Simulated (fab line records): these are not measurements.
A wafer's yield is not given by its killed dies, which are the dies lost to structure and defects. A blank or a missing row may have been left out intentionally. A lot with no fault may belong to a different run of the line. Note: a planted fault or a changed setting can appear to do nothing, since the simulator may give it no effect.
One fault seen from 2 desks | flow n5_finfet | numbers are kept per desk, each desk with only its own; the story behind them comes last

## METROLOGY DESK
Means of the sampled wafers that have a number, per lot and without regard to the tool the lot ran on: this is what the gauges read. If a lot's mean is further than 4 standard deviations from the usual mean, the lot is out of limits and carries the mark OUT (the distance appears in the brackets).
Columns: A = cd_nm at N5_BEOL_M6_CD_MEAS_28, usual 40.04 nm; B = V5_OVL at N5_BEOL_M6_OVL_MEAS_29, usual -0.5 nm; C = trench_depth_nm at N5_BEOL_M6_OCD_MEAS_38, usual 94.5 nm
lot  | first seen here | A     | B    | C
L503 | day 8 19:03     | 39.92 | -1.1 | 93.0
L504 | day 8 19:46     | 40.16 | 0.3  | 94.9
L507 | day 9 15:29     | 40.11 | -0.5 | 93.8
L511 | day 10 14:44    | 40.22 | -1.2 | 93.6
L512 | day 11 05:54    | 40.20 | -1.0 | 93.7
L519 | day 12 13:29    | 39.91 | -0.1 | 95.3
L521 | day 12 14:56    | 39.97 | -0.2 | 94.8
L518 | day 12 17:54    | 39.88 | 0.4  | 95.0
L525 | day 14 09:49    | 40.09 | -0.6 | 94.3
L524 | day 14 19:01    | 39.86 | -1.0 | 93.5
L526 | day 14 23:29    | 40.15 | -0.2 | 93.5
Finding of this desk: none of the 11 lots has anything out of limits.

## FOR THE TOOL OWNER'S DESK: rie_diel-03
The tool's own readings at N5_BEOL_M6_STRIP_36 (strips in N2/H2): means of the sampled wafers that have a number, for each lot that ran on this tool. If a lot's mean is further than 4 standard deviations from the usual mean, the lot is out of limits and carries the mark OUT (the distance appears in the brackets).
Columns: A = drypump_motor_current_A at N5_BEOL_M6_STRIP_36, usual 5.6 A; B = h2_flow_sccm at N5_BEOL_M6_STRIP_36, usual 200.0 sccm; C = oes_product_au at N5_BEOL_M6_STRIP_36, usual 0.82 a.u.; D = rf_vpp_V at N5_BEOL_M6_STRIP_36, usual 59.2 V; E = showerhead_plenum_p_Torr at N5_BEOL_M6_STRIP_36, usual 2.57 Torr; F = temp_c at N5_BEOL_M6_STRIP_36, usual 39.99 C; G = throttle_valve_pct at N5_BEOL_M6_STRIP_36, usual 23.6 %
lot  | first seen here | A   | B               | C    | D    | E    | F     | G
L507 | day 9 15:50     | 5.7 | 200.1           | 0.93 | 58.0 | 2.64 | 40.07 | 23.8
L511 | day 10 15:25    | 5.5 | 200.1           | 0.89 | 58.9 | 2.55 | 39.96 | 23.4
L512 | day 11 06:38    | 5.7 | 206.7 (+11) OUT | 0.89 | 60.6 | 2.61 | 39.98 | 24.0
L526 | day 14 23:58    | 5.2 | 200.8           | 0.79 | 59.6 | 2.52 | 40.05 | 23.5
This desk's verdict: out of limits on L512, starting with L512 at day 11 06:38 (h2_flow_sccm at N5_BEOL_M6_STRIP_36). Within limits: L507, L511, L526.

## PUT TOGETHER
At day 11 06:38, on L512, the tool owner's desk was in a position to raise an alarm.
From the metrology desk's view, nothing was out of limits.
The metrology desk holds a record of L512, inside its limits.
The lots listed all ran N5_BEOL_M6_STRIP_36 on rie_diel-03.

## WHAT THE SIMULATOR PUT IN
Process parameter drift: rie_diel-03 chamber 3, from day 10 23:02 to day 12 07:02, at N5_BEOL_M6_STRIP_36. A move of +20 in setting h2_flow_sccm, from 200. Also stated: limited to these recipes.
Shown lots that were struck: L512.
Hours from the fault's start to each desk's first reading out of limits: the tool owner's desk, 8.
